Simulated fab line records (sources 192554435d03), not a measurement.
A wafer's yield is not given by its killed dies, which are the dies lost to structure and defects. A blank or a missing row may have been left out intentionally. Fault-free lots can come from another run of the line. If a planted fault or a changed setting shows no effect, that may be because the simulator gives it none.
Split-lot trial    flow n5 finfet    7 lots, 21 wafers read, on a route of 1938 steps

## ON THE SPLIT
At N5_BEOL_M13_DEP_53 (deposits SiCN from 3MS/NH3, target thk 50 nm, time 17.8 s), the setting time s was moved away from the recipe's 17.8 s on 10 of the 21 wafers read, by -11.7% to +6.3%. All remaining wafers had this setting at the recipe value.

The split's own step is where the reading is taken.

## THE READING
SiCN_of_BEOL_M13_DEP_53.thk nm (the simulator's own value, which no gauge read), in nm, at N5_BEOL_M13_DEP_53 (deposits SiCN from 3MS/NH3, target thk 50 nm, time 17.8 s). The file gives no usual value for it. Average 49.9 nm, standard deviation 0.6 nm, over the 11 wafers here run with the recipe.

wafer   tool, chamber at the split  time s as run, s  against the recipe  SiCN_of_BEOL_M13_DEP_53.thk nm, nm  against lot-mates on the recipe
L076.1  pecvd-01, 0                 17.8              recipe              49.4                                -
L076.3  pecvd-01, 2                 15.8              -11.2%              43.2                                -6.2
L076.6  pecvd-01, 1                 15.8              -11.2%              44.4                                -5.0
L077.1  pecvd-04, 0                 17.8              recipe              49.4                                -
L077.2  pecvd-04, 1                 17.8              recipe              49.8                                -
L077.6  pecvd-04, 2                 16.15             -9.3%               46.2                                -3.4
L081.1  pecvd-02, 1                 17.8              recipe              50.2                                -
L081.2  pecvd-02, 2                 17.8              recipe              50                                  -
L081.3  pecvd-02, 0                 17.8              recipe              49.6                                -
L084.2  pecvd-02, 0                 15.72             -11.7%              44.4                                -6.5
L084.4  pecvd-02, 2                 17.8              recipe              50.4                                -
L084.6  pecvd-02, 0                 17.8              recipe              51.4                                -
L085.1  pecvd-01, 1,0               18.75             +5.3%               51.2                                no lot-mate on the recipe
L085.2  pecvd-01, 1,0               18.75             +5.3%               51.2                                no lot-mate on the recipe
L085.5  pecvd-01, 0                 18.75             +5.3%               52.2                                no lot-mate on the recipe
L088.1  pecvd-01, 1                 18.92             +6.3%               51.6                                +1.6
L088.5  pecvd-01, 2                 18.92             +6.3%               53                                  +3.0
L088.6  pecvd-01, 0                 17.8              recipe              50                                  -
L094.1  pecvd-02, 1                 17.8              recipe              49                                  -
L094.3  pecvd-02, 2                 17.09             -4.0%               47.8                                -1.7
L094.6  pecvd-02, 2                 17.8              recipe              50                                  -
Where a row lists several chambers, the file gives one row for several wafers and doesn't say which wafer went through which chamber.

FIT RESULTS
A straight line over all 21 wafers: SiCN_of_BEOL_M13_DEP_53.thk nm changes by +0.451 nm for each +1% of time s; r = +0.96; the points scatter about the line by 0.72 nm.
The same after taking each lot's own level away (the mean of its wafers on the recipe; 18 wafers): +0.465 nm for each +1%; r = +0.97; scatter 0.6 nm.
That fit puts the effect of the largest move of time s on the reading at 5.4 nm.
The lots' own levels span 49.40 to 50.90 nm, that is 2.5 times the standard deviation above.
The two slopes agree, so the slope changes little with the lot-to-lot level.
Check: with one of the wafers moved furthest among these (-11.7%) left out of the fit, the line predicts -5.24 nm for it against its lot-mates. It came out at -6.5 nm against them.

## THESE WAFERS: OTHER SPLITS
Other splits were also applied to these wafers ahead of the reading. Each is held against what the fit with the lots' levels taken away leaves over:
other split on the same wafers  wafers away from the commonest value  r with SiCN_of_BEOL_M13_DEP_53.thk nm (lot level and that fit taken away)
N5_BEOL_M13_COAT_04 spin rpm    7                                     +0.01

## FILE'S OWN FIT
SiCN_of_BEOL_M13_DEP_53.thk nm changes by +0.474 nm for each +1% of time s, r = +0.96.
